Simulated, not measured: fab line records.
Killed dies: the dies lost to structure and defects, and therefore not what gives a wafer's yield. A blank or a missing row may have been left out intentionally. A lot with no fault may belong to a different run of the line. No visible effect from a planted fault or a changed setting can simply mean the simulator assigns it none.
A lot that was struck, set against a sound lot ; flow nand-harc ; 13 out of 1302 route steps
Sound: these wafers, L908.1, L908.2, L908.5. Wafers struck: L927.4, L927.5, L927.6. Last of all comes the cause.
Order at every step that has rows: each side's tool, ch and its chambers, its first start. Under that, the readings that differ: sound wafers ; struck wafers ; difference of the means ; sigmas: that difference in standard deviations of wafers without a fault.
alike: same words and numbers on both sides, and readings whose means sit less than 2 such deviations apart. not compared: any withheld reading, any reading some wafer has no value for, any bound like >300 that may hide the same value, and any number with overlapping values for which the record gives no deviation.
A row with sigmas, a row that says differs or no value, or rows on one side alone: a step with any of these is where the two part. Numbers that don't overlap but have no deviation are shown without sigmas and don't part them. Lack of a reading on every wafer of one side parts them only where that side has two or more wafers.

first, 1 step without rows for these wafers: NHARC_A_CONTACT_STRIP_27 (strips in post etch residue remover, time 600 s).
NHARC_A_CONTACT_ALD_18: deposits TiN, target thk 3 nm, pulse time 1 s, ald cycles 150.
  sound on ald-metal-03 ch 0,1,2, day 23 15:55; struck on ald-metal-03 ch 0,2,3, day 30 13:38
  alike: heater-power-w, precursor-pulse-height-rel
NHARC_A_CONTACT_CVD_19: deposits W, target thk 300 nm, time 802 s.
  sound on cvd-w-02 ch 0,1; struck on cvd-w-01 ch 0,1
  alike: heater-power-w, throttle-valve-pct
NHARC_A_CONTACT_CMP_20: polishes, t overpolish 30 s, target thk 300 nm.
  sound on cmp-02 ch 0,1,2, day 23 17:01; struck on cmp-04 ch 2,3, day 30 14:41
reading;sound;struck;difference;sigmas
time-to-endpoint-s (s);63 59 64;53 53 55;-8;-3
  alike: motor-current-A, overpolish-run-s, retaining-ring-pressure-frac
next, for these wafers, 1 step has no rows: NHARC_A_CONTACT_SRD_22.
NHARC_A_CONTACT_INSPECT_23:
  sound on defect-inspect-02 at day 23 17:24; struck on defect-inspect-02 at day 30 15:06
reading;sound;struck;difference;sigmas
raw-defect-count;791 709 563;403 319 652;-230;-2
then, 5 steps without rows for these wafers: NHARC_A_BLC_DEHYDRATE_00 (time 120 s); NHARC_A_BLC_HMDS_01 (time 30 s); NHARC_A_BLC_COAT_02 (time 75 s); NHARC_A_BLC_COAT_03 (time 65 s); NHARC_A_BLC_COAT_04 (resist thk 90 nm).
NHARC_A_BLC_SOFTBAKE_05: time 55 s.
  sound on litho-track-04 ch 0, day 23 17:00; struck on litho-track-06 ch 0, day 30 15:00
reading;sound;struck;difference;sigmas
heater-power-total-W (W);188.67 188.37 188.74;190.14 190.18 189.96;+1.50;+11
next, for these wafers, 1 step has no rows: NHARC_A_BLC_EBR_06.

== WHERE THEY PART ==
Earliest at NHARC_A_CONTACT_CMP_20; latest, in this record, at NHARC_A_BLC_SOFTBAKE_05.

WHY: what had been put in by the simulator
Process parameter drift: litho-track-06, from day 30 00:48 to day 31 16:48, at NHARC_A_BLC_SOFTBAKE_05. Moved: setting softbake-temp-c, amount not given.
